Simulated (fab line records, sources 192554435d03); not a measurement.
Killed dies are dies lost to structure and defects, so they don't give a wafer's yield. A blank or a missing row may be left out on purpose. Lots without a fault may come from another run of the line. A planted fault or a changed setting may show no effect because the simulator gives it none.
One fault seen from 2 desks | flow n5_finfet | each desk has only its own numbers; what lay behind them comes last

THE TOOL OWNER'S DESK: pecvd-01
The tool's own readings at N5_BEOL_M0_SAQP_PECVD_00 (deposits SiCN from 3MS/NH3, target thk 8 nm, time 14 s): means of the sampled wafers that have a number, for each lot that ran on this tool. A lot is out of limits, marked OUT, if its mean lies more than 4 standard deviations from the usual mean; the brackets give that distance.
Columns: A = showerhead_plenum_p_Torr at N5_BEOL_M0_SAQP_PECVD_00, usual 3.669 Torr; B = throttle_valve_pct at N5_BEOL_M0_SAQP_PECVD_00, usual 9.1 %
lot  | first seen here | A     | B
L623 | day 5 15:36     | 3.661 | 8.8
L627 | day 6 14:59     | 3.660 | 9.2
L628 | day 7 00:31     | 3.658 | 9.0
This desk's finding: nothing out of limits on any of the 3 lots.

THE METROLOGY DESK
What the gauges read, lot by lot, whatever tool the lot ran on: means of the sampled wafers that have a number. A lot is out of limits, marked OUT, if its mean lies more than 4 standard deviations from the usual mean; the brackets give that distance. Of its 10 readings 7 are shown: those that lie furthest out on some lot.
Columns: A = DIBL_P at N5_BEOL_M4_RC_MEAS_101, usual 37.0 mV/V; B = IOFF_N at N5_BEOL_M4_RC_MEAS_101, usual 0.17 nA/um; C = IOFF_P at N5_BEOL_M4_RC_MEAS_101, usual 0.22 nA/um; D = ION_N at N5_BEOL_M4_RC_MEAS_101, usual 673 uA/um; E = ION_P at N5_BEOL_M4_RC_MEAS_101, usual 462 uA/um; F = VT_N at N5_BEOL_M4_RC_MEAS_101, usual 250 mV; G = VT_P at N5_BEOL_M4_RC_MEAS_101, usual -250 mV
lot  | first seen here | A    | B    | C    | D   | E   | F   | G
L623 | day 8 20:25     | 39.0 | 0.19 | 0.24 | 683 | 460 | 248 | -248
L627 | day 9 12:52     | 36.4 | 0.15 | 0.20 | 661 | 453 | 252 | -253
L628 | day 10 17:23    | 36.1 | 0.16 | 0.20 | 667 | 456 | 251 | -251
L637 | day 12 06:02    | 41.0 | 0.23 | 0.31 | 694 | 477 | 244 | -243
This desk's finding: nothing out of limits on any of the 4 lots.

PUT TOGETHER
The tool owner's desk saw nothing out of limits.
The metrology desk saw nothing out of limits.

WHAT THE SIMULATOR HAD PUT IN
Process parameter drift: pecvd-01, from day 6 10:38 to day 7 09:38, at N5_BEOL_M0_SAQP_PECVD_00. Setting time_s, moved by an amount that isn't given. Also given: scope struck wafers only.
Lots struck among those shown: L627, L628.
